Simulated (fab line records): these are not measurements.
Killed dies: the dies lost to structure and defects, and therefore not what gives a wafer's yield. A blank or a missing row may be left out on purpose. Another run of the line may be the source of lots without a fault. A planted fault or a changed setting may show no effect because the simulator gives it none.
Matching of chambers :: flow n5Finfet :: cvdCo-02 running N5_MOL_CONTACT_COAG_CO_FILL_22: 3 sister chambers
The step material Co, precursor CCTBA/H2, target thk 20 nm. 3 wafers are shown with their chamber, then 12 later ones without.

## WAFERS WITH THEIR CHAMBER
wafer: L090.2
chamber: 1
heaterPowerW (W): 253

wafer: L090.4
chamber: 2
heaterPowerW (W): 210

wafer: L090.5
chamber: 0
heaterPowerW (W): 241

## WAFERS WITH NO CHAMBER GIVEN
wafer: L091.2
heaterPowerW (W): 218

wafer: L091.5
heaterPowerW (W): 213

wafer: L091.6
heaterPowerW (W): 235

wafer: L094.1
heaterPowerW (W): 257

wafer: L094.4
heaterPowerW (W): 256

wafer: L094.5
heaterPowerW (W): 239

wafer: L096.3
heaterPowerW (W): 212

wafer: L096.4
heaterPowerW (W): 239

wafer: L096.6
heaterPowerW (W): 247

wafer: L097.2
heaterPowerW (W): 257

wafer: L097.3
heaterPowerW (W): 214

wafer: L097.5
heaterPowerW (W): 238

## CHAMBER TAKEN BY EACH
wafer: L091.2
from the rows above: 2
in truth: 2

wafer: L091.5
from the rows above: 2
in truth: 2

wafer: L091.6
from the rows above: 0
in truth: 0

wafer: L094.1
from the rows above: 1
in truth: 1

wafer: L094.4
from the rows above: 1
in truth: 1

wafer: L094.5
from the rows above: 0
in truth: 0

wafer: L096.3
from the rows above: 2
in truth: 2

wafer: L096.4
from the rows above: 0
in truth: 0

wafer: L096.6
from the rows above: can't be placed: 0 or 1
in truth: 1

wafer: L097.2
from the rows above: 1
in truth: 1

wafer: L097.3
from the rows above: 2
in truth: 2

wafer: L097.5
from the rows above: 0
in truth: 0
Placed correctly: 11 of 12. From these rows, 1 cannot be placed; in 1 the true chamber is one of the candidates. Number placed wrongly: 0.
How it was worked out, from the rows above alone: a wafer's distance from a chamber is the root of the sum, over the readings, of the square of ((its reading less the chamber's mean) divided by the reading's scatter). If the next closest chamber is less than 2 further off than the closest, the wafer can't be placed; otherwise it belongs to the closest. For every chamber, the mean is computed from those of its wafers that are shown. The scatter: root of mean squared gap, hidden wafer to nearest shown wafer, with one shown wafer a chamber.
